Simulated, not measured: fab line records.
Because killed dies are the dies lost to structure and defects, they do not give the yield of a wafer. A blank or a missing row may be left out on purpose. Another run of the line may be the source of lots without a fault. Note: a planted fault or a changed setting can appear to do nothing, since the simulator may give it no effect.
fab line records	flow nand-harc
record: lots: 12	wafers: 36	last-day: 25
route steps=1159 shown A_BONDPAD@1061 END@1159
lots that met no fault: taken from a fault-free run of the same line
start-h: hours from the record's opening day to when the first of the lot's shown wafers began	wait-h: how many hours have passed since the lot's step before this one	" identical to the entry in the row above	L1.1+2: several wafers, shown together as one row	- no value present, or no start provided	* or withheld: withheld	< > ~ a bound
route shown NAME@n: NAME is a module with steps in the file, n the number in the route of the first one	usual: mean/standard deviation taken from wafers without a fault	same: alike in all rows	chamber/n: place in a boat	sites: readings site by site	_std_site: the values' standard deviation	_edge_site: mean of outer sites minus mean of inner sites	radius-mm: for every site, how far away it sits from the centre of the wafer	mask NAME#n: copy n	behind: the most recent tool/chamber to have shaped the wafer	hold: why the lot went on hold/how many hours it stayed there/how the hold came to an end	device: which transistor (n, p or np) failed to switch	end of line: the same wafers' tests at the end of the route	for a step that has no rows: nothing shown but its recipe	killed: dies that structure and defects cost at the first sort, which is not the same as the wafer's yield	map: per-die view of a wafer (x killed, . not killed, _ where there is no die)
set.NAME: setting as actually run; set.NAME@STEP: the setting as run at that earlier step	model.NAME: the simulator's own value behind a step, which no gauge read
route steps across a sampled set of lots; one table per step, one row per wafer
services: when a tool's chamber went out of use (start-h, in hours from the record's first day, below 0 if earlier), for how many hours, and the reason
== steps ==
step: NHARC_A_BONDPAD_THK_MEAS_30
recipe: thk-meas-gauge: ellipsometry
usual: thk-nm: 200.2/1.4
lot.wafer	tool	chamber	start-h	wait-h	thk-nm
L905.1	film-metro-01	-	417.19	0.2	200.2
L905.5	"	-	"	"	202.5
L905.6	"	-	"	"	200.3
L903.2	film-metro-01	-	417.98	0.2	200.1
L903.5	"	-	"	"	199.5
L903.6	"	-	"	"	201.1
L902.1	film-metro-01	-	421.01	0.2	201.1
L902.3	"	-	"	"	200.5
L902.4	"	-	"	"	200.6
L907.1	film-metro-02	-	432.51	0.2	201.8
L907.3	"	-	"	"	200.7
L907.5	"	-	"	"	201.8
L909.1	film-metro-02	-	438.98	0.2	199.2
L909.2	"	-	"	"	198.9
L909.4	"	-	"	"	199.5
L908.4	film-metro-02	-	440.05	0.2	199.5
L908.5	"	-	"	"	200.0
L908.6	"	-	"	"	202.9
L918.1	film-metro-02	-	508.52	0.2	200.6
L918.3	"	-	"	"	200.1
L918.6	"	-	"	"	200.7
L920.2	film-metro-02	-	510.12	0.2	198.8
L920.5	"	-	"	"	200.3
L920.6	"	-	"	"	200.5
L921.1	film-metro-02	-	519.85	0.2	201.7
L921.3	"	-	"	"	201.7
L921.5	"	-	"	"	199.7
L923.1	film-metro-01	-	532.68	0.2	201.9
L923.2	"	-	"	"	201.3
L923.6	"	-	"	"	199.9
L922.2	film-metro-01	-	539.58	0.2	200.9
L922.3	"	-	"	"	198.5
L922.4	"	-	"	"	198.8
L925.2	film-metro-01	-	544.85	0.2	199.3
L925.5	"	-	"	"	201.3
L925.6	"	-	"	"	199.9
step: NHARC_A_BONDPAD_CD_MEAS_09
recipe: target-cd-nm: 500	landing-energy-ev: 500
usual: cd-nm: 501.1/2.1
same: landing-energy-ev: 500
lot.wafer	tool	chamber	start-h	wait-h	cd-nm
L905.1	cd-sem-02	0	417.76	-	499.8
L905.5	"	0	"	"	502.3
L905.6	"	0	"	"	501.6
L903.2	cd-sem-03	0	418.55	-	499.0
L903.5	"	0	"	"	499.9
L903.6	"	0	"	"	497.7
L902.1	cd-sem-01	0	421.58	-	502.4
L902.3	"	0	"	"	500.4
L902.4	"	0	"	"	503.8
L907.1	cd-sem-03	0	433.08	-	506.1
L907.3	"	0	"	"	500.9
L907.5	"	0	"	"	501.9
L909.1	cd-sem-03	0	439.45	-	499.5
L909.2	"	0	"	"	499.6
L909.4	"	0	"	"	499.7
L908.4	cd-sem-03	0	440.62	-	503.0
L908.5	"	0	"	"	501.7
L908.6	"	0	"	"	499.2
L918.1	cd-sem-03	0	509.09	-	498.0
L918.3	"	0	"	"	499.5
L918.6	"	0	"	"	501.7
L920.2	cd-sem-01	0	510.69	-	499.6
L920.5	"	0	"	"	498.8
L920.6	"	0	"	"	499.4
L921.1	cd-sem-01	0	520.42	-	502.5
L921.3	"	0	"	"	501.8
L921.5	"	0	"	"	500.9
L923.1	cd-sem-01	0	533.12	-	500.6
L923.2	"	0	"	"	502.4
L923.6	"	0	"	"	500.2
L922.2	cd-sem-02	0	540.16	-	501.5
L922.3	"	0	"	"	502.6
L922.4	"	0	"	"	502.8
L925.2	cd-sem-03	0	545.29	-	500.2
L925.5	"	0	"	"	496.5
L925.6	"	0	"	"	498.3
step: NHARC_A_BONDPAD_ETCH_12
recipe: target-depth-a: 2200	time-s: 110	chf3-flow-sccm: 50	o2-flow-sccm: 10	ar-flow-sccm: 200	rf-w: 500	bias-w: 200	chemistry: CHF3/O2
usual: drypump-motor-current-A: 5.9/0.59	oes-product-au: 0.948/0.024	rf-vpp-V: 370.7/2.3	showerhead-plenum-p-Torr: 2.41/0.1	throttle-valve-pct: 20.574/0.0091
lot.wafer	tool	chamber	start-h	wait-h	drypump-motor-current-A	oes-product-au	rf-hours-counter-h	rf-vpp-V	showerhead-plenum-p-Torr	throttle-valve-pct
L905.1	rie-diel-09	0	-	-	6.4	0.953	6	372.3	2.48	20.573
L905.6	"	3	"	"	6.6	0.966	-	366.7	2.25	20.561
L905.5	"	0	"	"	6.4	0.952	-	372.7	2.48	20.570
L903.2	rie-diel-09	2	-	-	4.9	0.912	6	371.8	2.53	20.566
L903.5	"	3	"	"	6.6	0.938	-	367.7	2.25	20.585
L903.6	"	0	"	"	6.4	0.911	-	372.1	2.48	20.570
L902.4	rie-diel-03	3	-	-	5.7	0.929	2	370.3	2.42	20.567
L902.3	"	1	"	"	5.7	0.934	4	368.3	2.28	20.568
L902.1	"	2	"	"	5.6	0.931	4	373.3	2.55	20.586
L907.3	rie-diel-03	1	-	-	5.7	0.921	5	368.8	2.28	20.572
L907.1	"	2	"	"	5.6	0.928	5	374.6	2.55	20.570
L907.5	"	1	"	"	5.7	0.936	-	368.0	2.28	20.563
L909.1	rie-diel-03	3	-	-	5.8	0.920	5	370.5	2.41	20.564
L909.2	"	0	"	"	6.4	0.916	5	368.7	2.35	20.581
L909.4	"	2	"	"	5.6	0.928	6	374.4	2.55	20.574
L908.4	rie-diel-03	2	-	-	5.6	0.934	6	373.2	2.55	20.595
L908.5	"	2	"	"	5.6	0.927	-	374.1	2.55	20.575
L908.6	"	3	"	"	5.8	0.927	-	370.5	2.41	20.587
L918.1	rie-diel-03	1	-	-	5.7	0.927	19	368.4	2.27	20.572
L918.3	"	2	"	"	5.6	0.926	19	373.6	2.54	20.573
L918.6	"	0	"	"	6.4	0.922	-	370.2	2.35	20.556
L920.2	rie-diel-09	3	-	-	6.6	0.928	2	367.2	2.25	20.557
L920.5	"	2	"	"	4.9	0.922	-	373.3	2.53	20.556
L920.6	"	3	"	"	6.6	0.928	-	367.4	2.25	20.570
L921.1	rie-diel-09	1	-	-	5.7	0.980	3	371.1	2.39	20.571
L921.3	"	2	"	"	4.9	0.953	3	374.7	2.53	20.588
L921.5	"	0	"	"	6.4	0.950	-	373.3	2.48	20.575
L923.1	rie-diel-09	1	-	-	5.7	0.977	4	369.4	2.39	20.585
L923.2	"	3	"	"	6.6	0.973	3	366.2	2.25	20.559
L923.6	"	1	"	"	5.7	0.972	-	371.1	2.39	20.572
L922.2	rie-diel-09	1	-	-	5.7	0.942	4	370.5	2.39	20.551
L922.4	"	2	"	"	4.9	0.915	4	371.7	2.53	20.575
L922.3	"	3	"	"	6.6	0.930	4	367.6	2.25	20.566
L925.2	rie-diel-10	0	-	-	5.5	0.953	2	371.6	2.44	20.581
L925.6	"	1	"	"	6.7	0.961	-	369.0	2.30	20.561
L925.5	"	2	"	"	6.3	0.961	-	371.6	2.42	20.563
step: NHARC_A_BONDPAD_ECD_18
recipe: target-thk-a: 4000	bath-temp-c: 25	material: Cu
usual: bath-heat-duty-pct: 7.0/0.73	bath-temp-c: 24.99/0.1
lot.wafer	tool	chamber	start-h	wait-h	bath-heat-duty-pct	bath-temp-c
L905.1	ecd-cu-01	1	419.32	-	6.8	25.04
L905.6	"	0	"	"	7.1	25.01
L905.5	"	1	"	"	7.2	25.03
L903.2	ecd-cu-02	1	420.07	-	7.7	24.84
L903.5	"	1	"	"	5.6	25.01
L903.6	"	0	"	"	8.5	25.03
L902.1	ecd-cu-02	1	423.19	-	5.4	24.83
L902.4	"	0	"	"	8.8	24.90
L902.3	"	1	"	"	6.0	25.34
L907.1	ecd-cu-02	1	434.70	-	7.3	25.02
L907.3	"	0	"	"	8.2	24.99
L907.5	"	0	"	"	8.6	25.05
L909.1	ecd-cu-01	0	440.96	-	-	-
L909.2	"	1	"	"	-	-
L909.4	"	0	"	"	-	-
L908.4	ecd-cu-01	1	442.30	-	-	-
L908.6	"	1	"	"	-	-
L908.5	"	0	"	"	-	-
L918.1	ecd-cu-01	1	510.66	-	7.7	24.93
L918.3	"	1	"	"	8.0	24.98
L918.6	"	1	"	"	5.9	25.08
L920.2	ecd-cu-01	0	512.33	-	6.3	25.25
L920.5	"	0	"	"	6.2	25.18
L920.6	"	1	"	"	6.9	25.10
L921.1	ecd-cu-02	1	522.08	-	6.3	25.01
L921.3	"	0	"	"	8.3	24.92
L921.5	"	0	"	"	8.4	24.86
L923.2	ecd-cu-01	1	535.41	-	6.8	25.05
L923.1	"	0	"	"	6.4	25.02
L923.6	"	0	"	"	6.5	24.99
L922.2	ecd-cu-01	0	541.87	-	6.1	25.02
L922.3	"	0	"	"	6.1	25.03
L922.4	"	1	"	"	7.1	24.85
L925.2	ecd-cu-01	0	546.85	-	6.7	25.11
L925.5	"	0	"	"	6.2	24.98
L925.6	"	1	"	"	6.6	25.06
step: NHARC_A_BONDPAD_THK_MEAS_20
recipe: thk-meas-gauge: xrf
usual: thk-nm: 169.5/1.4
lot.wafer	tool	chamber	start-h	wait-h	hold	thk-nm
L905.1	film-metro-01	-	420.44	-	-	170.5
L905.5	"	-	"	"	-	172.0
L905.6	"	-	"	"	-	170.3
L903.2	film-metro-02	-	421.24	-	-	169.2
L903.5	"	-	"	"	-	171.1
L903.6	"	-	"	"	-	169.7
L902.1	film-metro-02	-	424.23	-	-	170.8
L902.3	"	-	"	"	-	168.9
L902.4	"	-	"	"	-	165.2
L907.1	film-metro-01	-	435.74	-	-	170.9
L907.3	"	-	"	"	-	172.3
L907.5	"	-	"	"	-	171.0
L909.1	film-metro-02	-	442.02	-	await-dispo/0.2h/release	30.8
L909.2	"	-	"	"	await-dispo/0.2h/release	28.9
L909.4	"	-	"	"	await-dispo/0.2h/release	29.2
L909.1	film-metro-02	-	442.19	0.2	-	30.2
L909.2	"	-	"	"	-	28.3
L909.4	"	-	"	"	-	31.4
L908.4	film-metro-01	-	443.24	-	await-dispo/0.2h/release	27.5
L908.5	"	-	"	"	await-dispo/0.2h/release	28.9
L908.6	"	-	"	"	await-dispo/0.2h/release	29.2
L908.4	film-metro-01	-	443.41	0.2	-	30.9
L908.5	"	-	"	"	-	30.5
L908.6	"	-	"	"	-	30.1
L918.1	film-metro-02	-	511.66	-	-	168.3
L918.3	"	-	"	"	-	170.5
L918.6	"	-	"	"	-	167.2
L920.2	film-metro-02	-	513.37	-	-	171.8
L920.5	"	-	"	"	-	170.3
L920.6	"	-	"	"	-	168.4
L921.1	film-metro-01	-	523.06	-	-	169.6
L921.3	"	-	"	"	-	170.6
L921.5	"	-	"	"	-	169.7
L923.1	film-metro-02	-	536.49	-	-	169.8
L923.2	"	-	"	"	-	169.3
L923.6	"	-	"	"	-	169.0
L922.2	film-metro-02	-	542.92	-	-	167.1
L922.3	"	-	"	"	-	169.3
L922.4	"	-	"	"	-	169.7
L925.2	film-metro-01	-	547.93	-	-	168.6
L925.5	"	-	"	"	-	166.3
L925.6	"	-	"	"	-	171.4
step: NHARC_END_SORT_01
recipe: temp-c: 25
usual: defect-limited-yield: 95.1/1.8	killed-at-array: 29/11	killed-at-other: 0.5/0.8	killed-at-periphery: 3.5/2.8	killed-dies: 33/12	killed-open: 3.1/1.8	killed-short: 1.8/1.4	sort_bin_2_pct: 1.5/0.65	sort_bin_3_pct: 0.24/0.21	sort_bin_4_pct: 3.1/1.2	sort-n-pass: 644/12	sort-rim-yield-pct: 97.5/1.9	sort-yield-pct: 95.1/1.8
same: gross-dies: 677	sort_bin_5_pct[%]: 0	sort_bin_6_pct[%]: 0	sort_bin_7_pct[%]: 0	sort_bin_8_pct[%]: 0	sort-rim-n-gross: 106.00
lot.wafer	tool	chamber	start-h	wait-h	defect-limited-yield[%]	killed-at-array	killed-at-other	killed-at-periphery	killed-dies	killed-open	killed-short	sort_bin_2_pct[%]	sort_bin_3_pct[%]	sort_bin_4_pct[%]	sort-n-pass	sort-rim-yield-pct[%]	sort-yield-pct[%]
L905.1	prober-02	0	444.36	2.5	97.6	12	0	4	16	4	0	0.9	0	1.5	661	100.0	97.6
L905.5	prober-02	0	447.50	3.6	97.9	10	0	4	14	1	0	0.7	0	1.3	663	98.1	97.9
L905.6	prober-02	0	448.28	3.9	97.2	16	0	3	19	3	4	1.0	0.15	1.6	658	99.1	97.2
L902.1	prober-02	0	453.24	2.5	98.5	9	0	1	10	2	2	0.3	0.30	0.9	667	100.0	98.5
L902.3	prober-02	0	454.83	3.1	97.9	11	0	3	14	5	1	0.6	0	1.5	663	97.2	97.9
L902.4	prober-02	0	455.63	3.4	99.0	5	0	2	7	4	1	0.4	0	0.6	670	99.1	99.0
L903.2	prober-02	0	469.61	2.8	92.9	42	2	4	48	3	5	1.0	0.15	5.9	629	99.1	92.9
L903.5	prober-02	0	471.99	3.7	95.3	23	1	8	32	3	1	1.2	0.30	3.2	645	98.1	95.3
L903.6	prober-02	0	472.78	4.0	93.2	34	1	11	46	1	2	1.9	0	4.9	631	97.2	93.2
L907.1	prober-02	0	484.46	2.5	97.9	13	0	1	14	1	1	0.3	0.30	1.5	663	99.1	97.9
L907.3	prober-02	0	486.06	3.1	97.9	11	0	3	14	2	1	0.7	0	1.3	663	99.1	97.9
L907.5	prober-02	0	487.66	3.7	97.6	12	0	4	16	4	1	0.6	0	1.8	661	99.1	97.6
L918.1	prober-02	0	542.63	2.5	94.2	33	0	6	39	10	3	1.3	0.30	4.1	638	93.4	94.2
L918.3	prober-02	0	544.23	3.1	94.7	33	0	3	36	1	2	1.6	0.30	3.4	641	95.3	94.7
L918.6	prober-02	0	546.62	4.0	94.1	35	1	4	40	6	3	1.6	0.30	4.0	637	97.2	94.1
L920.2	prober-01	0	543.48	2.8	94.8	31	1	3	35	7	4	1.3	0.15	3.7	642	96.2	94.8
L920.5	prober-01	0	545.90	3.7	97.0	16	2	2	20	3	1	1.2	0.15	1.6	657	99.1	97.0
L920.6	prober-01	0	546.70	4.0	96.5	21	0	3	24	3	4	1.0	0.30	2.2	653	100.0	96.5
L921.1	prober-02	0	558.20	2.5	92.6	43	0	7	50	3	2	1.8	0.59	5.0	627	94.3	92.6
L921.3	prober-02	0	559.77	3.1	93.5	39	0	5	44	1	1	1.8	0.44	4.3	633	96.2	93.5
L921.5	prober-02	0	561.34	3.6	93.1	44	0	3	47	3	1	2.1	0.15	4.7	630	96.2	93.1
L922.2	prober-02	0	577.52	2.8	93.8	31	2	9	42	2	0	1.9	0.44	3.8	635	93.4	93.8
L922.3	prober-02	0	578.33	3.1	92.3	46	1	5	52	3	4	1.3	0.30	6.1	625	98.1	92.3
L922.4	prober-02	0	579.14	3.4	92.2	42	4	7	53	5	3	2.4	0.59	4.9	624	97.2	92.2
L923.1	prober-01	0	584.53	2.5	95.9	27	0	1	28	0	1	0.6	0.15	3.4	649	100.0	95.9
L923.2	prober-01	0	585.34	2.8	94.5	29	2	6	37	3	0	1.0	0	4.4	640	95.3	94.5
L923.6	prober-01	0	588.56	4.0	94.4	33	1	4	38	2	2	2.1	0.44	3.1	639	100.0	94.4
L925.2	prober-01	0	593.17	2.8	93.9	36	0	5	41	4	2	1.5	0.59	4.0	636	98.1	93.9
L925.5	prober-01	0	595.54	3.7	93.4	44	0	1	45	4	2	2.1	0.59	4.0	632	96.2	93.4
L925.6	prober-01	0	596.33	4.0	95.3	30	0	2	32	4	2	1.8	0	3.0	645	99.1	95.3
killed by level:class
L905.1 A_CONTACT:chamber-film-flake=4 A_CHANNEL_HOLE_D1:chamber-film-flake=3 A_CHANNEL_FILL_D1:geometric-particle:open=1 A_SGD_CUT:geometric-particle:open=1 A_CONTACT:geometric-particle:open=1 A_BLC:geometric-particle:open=1 P_STI:chamber-film-flake=1 P_GATE:chamber-film-flake=1
L905.5 A_CHANNEL_HOLE_D1:chamber-film-flake=4 P_STI:chamber-film-flake=3 A_CONTACT:chamber-film-flake=3 A_STAIRCASE:chamber-film-flake=2 A_CONTACT:geometric-particle:open=1 P_M1:chamber-film-flake=1
L905.6 A_CHANNEL_HOLE_D1:chamber-film-flake=5 A_SLIT:chamber-film-flake=3 A_CONTACT:geometric-particle:open=2 A_M0:geometric-particle:short=2 A_CONTACT:chamber-film-flake=2 P_M2:geometric-particle:short=1 A_BLC:geometric-particle:short=1 A_M0:geometric-particle:open=1
L902.1 A_CONTACT:chamber-film-flake=2 A_ONON_D1:geometric-particle:short=1 A_WL_FILL:geometric-particle:short=1 A_WL_FILL:geometric-particle:open=1 A_CONTACT:geometric-particle:open=1 P_STI:chamber-film-flake=1 A_CHANNEL_HOLE_D1:chamber-film-flake=1 A_STAIRCASE:chamber-film-flake=1
L902.3 A_CHANNEL_HOLE_D1:chamber-film-flake=3 A_CONTACT:chamber-film-flake=3 P_M0:geometric-particle:open=2 A_M0:geometric-particle:open=2 A_ONON_D1:geometric-particle:short=1 A_CHANNEL_HOLE_D1:geometric-particle:open=1 P_ZERO_WELL:chamber-film-flake=1 A_ZERO_WELL:chamber-film-flake=1
L902.4 P_CONTACT:geometric-particle:open=1 A_ONON_D1:geometric-particle:open=1 A_CHANNEL_FILL_D1:geometric-particle:open=1 A_CHANNEL_FILL_D1:geometric-particle:short=1 A_WL_FILL:geometric-particle:open=1 P_GATE:chamber-film-flake=1 A_STAIRCASE:chamber-film-flake=1
L903.2 A_SLIT:chamber-film-flake=16 A_CHANNEL_HOLE_D1:chamber-film-flake=15 A_STAIRCASE:chamber-film-flake=3 A_CHANNEL_FILL_D1:geometric-particle:short=2 P_M1:chamber-film-flake=2 THIN_TSV:chamber-film-flake=2 P_GATE:geometric-particle:short=1 P_GATE:geometric-particle:open=1
L903.5 A_CHANNEL_HOLE_D1:chamber-film-flake=11 A_SLIT:chamber-film-flake=10 P_M1:chamber-film-flake=3 P_STI:chamber-film-flake=2 P_GATE:geometric-particle:open=1 P_GATE:geometric-particle:short=1 P_BONDPAD:geometric-particle:open=1 A_WL_FILL:geometric-particle:open=1
L903.6 A_CHANNEL_HOLE_D1:chamber-film-flake=15 A_SLIT:chamber-film-flake=9 A_WL_FILL:chamber-film-flake=5 P_STI:chamber-film-flake=4 P_M1:chamber-film-flake=4 A_CONTACT:chamber-film-flake=3 P_GATE:geometric-particle:open=1 P_M2:geometric-particle:short=1
L907.1 A_CHANNEL_HOLE_D1:chamber-film-flake=4 A_CONTACT:chamber-film-flake=3 A_ZERO_WELL:chamber-film-flake=2 A_STAIRCASE:chamber-film-flake=2 A_CHANNEL_FILL_D1:geometric-particle:short=1 A_CONTACT:geometric-particle:open=1 P_ZERO_WELL:chamber-film-flake=1
L907.3 A_CHANNEL_HOLE_D1:chamber-film-flake=3 A_CONTACT:chamber-film-flake=3 A_STAIRCASE:chamber-film-flake=2 P_M0:geometric-particle:short=1 A_CHANNEL_FILL_D1:geometric-particle:open=1 A_M0:geometric-particle:open=1 P_ZERO_WELL:chamber-film-flake=1 P_GATE:chamber-film-flake=1
L907.5 A_CHANNEL_HOLE_D1:chamber-film-flake=4 A_M1:geometric-particle:open=3 P_GATE:chamber-film-flake=2 A_WL_FILL:chamber-film-flake=2 A_CONTACT:geometric-particle:open=1 A_M0:geometric-particle:short=1 P_STI:chamber-film-flake=1 P_CONTACT:chamber-film-flake=1
L918.1 A_CHANNEL_HOLE_D1:chamber-film-flake=16 A_STAIRCASE:chamber-film-flake=4 A_WL_FILL:geometric-particle:short=3 A_M0:geometric-particle:open=3 P_GATE:geometric-particle:open=1 P_CONTACT:geometric-particle:open=1 P_M0:geometric-particle:open=1 P_M1:geometric-particle:open=1
L920.2 A_CHANNEL_HOLE_D1:chamber-film-flake=11 A_STAIRCASE:chamber-film-flake=8 A_CONTACT:chamber-film-flake=3 A_CONTACT:geometric-particle:open=2 P_GATE:geometric-particle:open=1 P_M0:geometric-particle:open=1 A_SOURCE_PLATE:geometric-particle:open=1 A_ONON_D1:geometric-particle:open=1
L918.3 A_CHANNEL_HOLE_D1:chamber-film-flake=23 A_CONTACT:chamber-film-flake=4 P_M0:chamber-film-flake=2 A_CHANNEL_FILL_D1:chamber-film-flake=2 A_STAIRCASE:chamber-film-flake=2 P_CONTACT:geometric-particle:open=1 A_SOURCE_PLATE:geometric-particle:short=1 A_BONDPAD:geometric-particle:short=1
L920.5 A_CHANNEL_HOLE_D1:chamber-film-flake=5 A_CONTACT:chamber-film-flake=4 A_CONTACT:geometric-particle:open=2 A_ZERO_WELL:chamber-film-flake=2 A_STAIRCASE:chamber-film-flake=2 THIN_TSV:chamber-film-flake=2 P_CONTACT:geometric-particle:short=1 P_CONTACT:geometric-particle:open=1
L918.6 A_CHANNEL_HOLE_D1:chamber-film-flake=18 A_STAIRCASE:chamber-film-flake=5 A_CONTACT:chamber-film-flake=3 A_ONON_D1:geometric-particle:open=2 P_M0:chamber-film-flake=2 P_GATE:geometric-particle:open=1 A_CHANNEL_FILL_D1:geometric-particle:short=1 A_CHANNEL_FILL_D1:geometric-particle:open=1
L920.6 A_CHANNEL_HOLE_D1:chamber-film-flake=10 A_STAIRCASE:chamber-film-flake=6 P_CONTACT:geometric-particle:short=1 P_CONTACT:geometric-particle:open=1 P_M0:geometric-particle:open=1 A_ONON_D1:geometric-particle:short=1 A_CHANNEL_HOLE_D1:geometric-particle:short=1 A_CONTACT:geometric-particle:short=1
L921.1 A_SLIT:chamber-film-flake=18 A_CHANNEL_HOLE_D1:chamber-film-flake=13 A_STAIRCASE:chamber-film-flake=5 P_GATE:chamber-film-flake=3 A_CONTACT:geometric-particle:open=2 P_STI:chamber-film-flake=2 A_CONTACT:chamber-film-flake=2 P_CONTACT:geometric-particle:short=1
L921.3 A_CHANNEL_HOLE_D1:chamber-film-flake=15 A_SLIT:chamber-film-flake=14 A_STAIRCASE:chamber-film-flake=6 P_STI:chamber-film-flake=4 A_CONTACT:chamber-film-flake=2 A_CHANNEL_FILL_D1:geometric-particle:short=1 A_CONTACT:geometric-particle:open=1 P_GATE:chamber-film-flake=1
L921.5 A_CHANNEL_HOLE_D1:chamber-film-flake=17 A_SLIT:chamber-film-flake=16 A_STAIRCASE:chamber-film-flake=8 P_STI:chamber-film-flake=2 P_CONTACT:geometric-particle:open=1 A_ONON_D1:geometric-particle:short=1 A_WL_FILL:geometric-particle:open=1 A_BLC:geometric-particle:open=1
L922.2 A_SLIT:chamber-film-flake=17 A_CONTACT:chamber-film-flake=9 P_GATE:chamber-film-flake=4 P_M1:chamber-film-flake=2 A_CHANNEL_HOLE_D1:chamber-film-flake=2 THIN_TSV:chamber-film-flake=2 P_M0:geometric-particle:open=1 A_CONTACT:geometric-particle:open=1
L922.3 A_SLIT:chamber-film-flake=19 A_CHANNEL_HOLE_D1:chamber-film-flake=7 A_CONTACT:chamber-film-flake=7 P_M1:chamber-film-flake=3 A_STAIRCASE:chamber-film-flake=3 A_WL_FILL:chamber-film-flake=2 A_CHANNEL_HOLE_D1:geometric-particle:short=1 A_CHANNEL_FILL_D1:geometric-particle:short=1
L922.4 A_SLIT:chamber-film-flake=22 A_CHANNEL_HOLE_D1:chamber-film-flake=6 P_M1:chamber-film-flake=5 A_CONTACT:chamber-film-flake=4 THIN_TSV:chamber-film-flake=4 A_CHANNEL_FILL_D1:geometric-particle:open=2 A_STAIRCASE:chamber-film-flake=2 P_GATE:geometric-particle:open=1
L923.1 A_CHANNEL_HOLE_D1:chamber-film-flake=16 A_CONTACT:chamber-film-flake=9 P_CONTACT:geometric-particle:short=1 A_STAIRCASE:chamber-film-flake=1 A_WL_FILL:chamber-film-flake=1
L923.2 A_CHANNEL_HOLE_D1:chamber-film-flake=15 A_CONTACT:chamber-film-flake=10 A_STAIRCASE:chamber-film-flake=3 P_GATE:chamber-film-flake=2 THIN_TSV:chamber-film-flake=2 P_M0:geometric-particle:open=1 P_M1:geometric-particle:open=1 A_ONON_D1:geometric-particle:open=1
L923.6 A_CHANNEL_HOLE_D1:chamber-film-flake=22 A_CONTACT:chamber-film-flake=6 P_STI:chamber-film-flake=2 A_STAIRCASE:chamber-film-flake=2 P_M1:geometric-particle:short=1 A_WL_FILL:geometric-particle:open=1 A_CONTACT:geometric-particle:short=1 A_CONTACT:geometric-particle:open=1
L925.2 A_SLIT:chamber-film-flake=17 A_CONTACT:chamber-film-flake=10 A_WL_FILL:geometric-particle:open=3 P_STI:chamber-film-flake=3 P_ZERO_WELL:chamber-film-flake=2 A_STAIRCASE:chamber-film-flake=2 A_CHANNEL_HOLE_D1:geometric-particle:short=1 A_WL_FILL:geometric-particle:short=1
L925.5 A_SLIT:chamber-film-flake=22 A_CONTACT:chamber-film-flake=10 A_CHANNEL_HOLE_D1:chamber-film-flake=4 A_STAIRCASE:chamber-film-flake=2 A_ONON_D1:geometric-particle:open=1 A_CHANNEL_HOLE_D1:geometric-particle:short=1 A_CHANNEL_FILL_D1:geometric-particle:open=1 A_STAIRCASE:geometric-particle:open=1
L925.6 A_SLIT:chamber-film-flake=13 A_CONTACT:chamber-film-flake=7 A_CHANNEL_HOLE_D1:chamber-film-flake=2 A_STAIRCASE:chamber-film-flake=2 P_M2:geometric-particle:open=1 A_CHANNEL_HOLE_D1:geometric-particle:open=1 A_CHANNEL_FILL_D1:geometric-particle:short=1 A_WL_FILL:geometric-particle:short=1
== services ==
tool	chamber	start-h	hours	kind
rie-diel-10	3	398.31	5.8	repair
rie-diel-10	1	399.69	8.5	repair
rie-diel-03	3	401.32	3.5	repair
rie-diel-09	0	410.13	-	clean
rie-diel-09	1	410.13	-	clean
rie-diel-09	2	410.13	-	clean
rie-diel-09	3	410.13	-	clean
rie-diel-10	1	423.64	45.3	repair
rie-diel-03	0	431.07	6.7	repair
rie-diel-09	-	431.13	9.0	pm
rie-diel-09	0	431.13	9.0	vent-cycle
rie-diel-09	1	431.13	9.0	vent-cycle
rie-diel-09	2	431.13	9.0	vent-cycle
rie-diel-09	3	431.13	9.0	vent-cycle
rie-diel-10	0	436.05	3.7	repair
rie-diel-09	0	440.13	-	clean
rie-diel-09	1	440.13	-	clean
ecd-cu-01	-	448.00	8.0	pm
rie-diel-09	3	520.34	3.1	repair
rie-diel-10	-	530.58	9.0	pm
ecd-cu-02	-	532.63	8.0	pm
rie-diel-09	2	535.87	4.4	repair
rie-diel-03	3	537.70	8.4	repair
rie-diel-10	3	544.98	13.0	repair
== key ==
first-sign: step: NHARC_A_BONDPAD_ECD_18	reading: tool-record	direction: missing
effect: step: NHARC_A_BONDPAD_THK_MEAS_20	reading: visit	direction: added
effect: step: NHARC_A_BONDPAD_THK_MEAS_20	reading: thk-nm	direction: down	sigmas: 99+	usual: 169.5	struck: 29.1
met-at NHARC_A_BONDPAD_ECD_18
struck-lots L908,L909
scrapped-behind NHARC_A_BONDPAD_THK_MEAS_20 L908.4,L908.5,L908.6,L909.1,L909.2,L909.4
not-acting-at NHARC_A_BONDPAD_THK_MEAS_30,NHARC_A_BONDPAD_CD_MEAS_09,NHARC_A_BONDPAD_ETCH_12
onset-between 419.32 440.96
fault: kind: skipped-step-whole	tool: ecd-cu-01	chamber: -	onset-h: 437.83	steps: NHARC_A_BONDPAD_ECD_18	scope: struck-lots-only
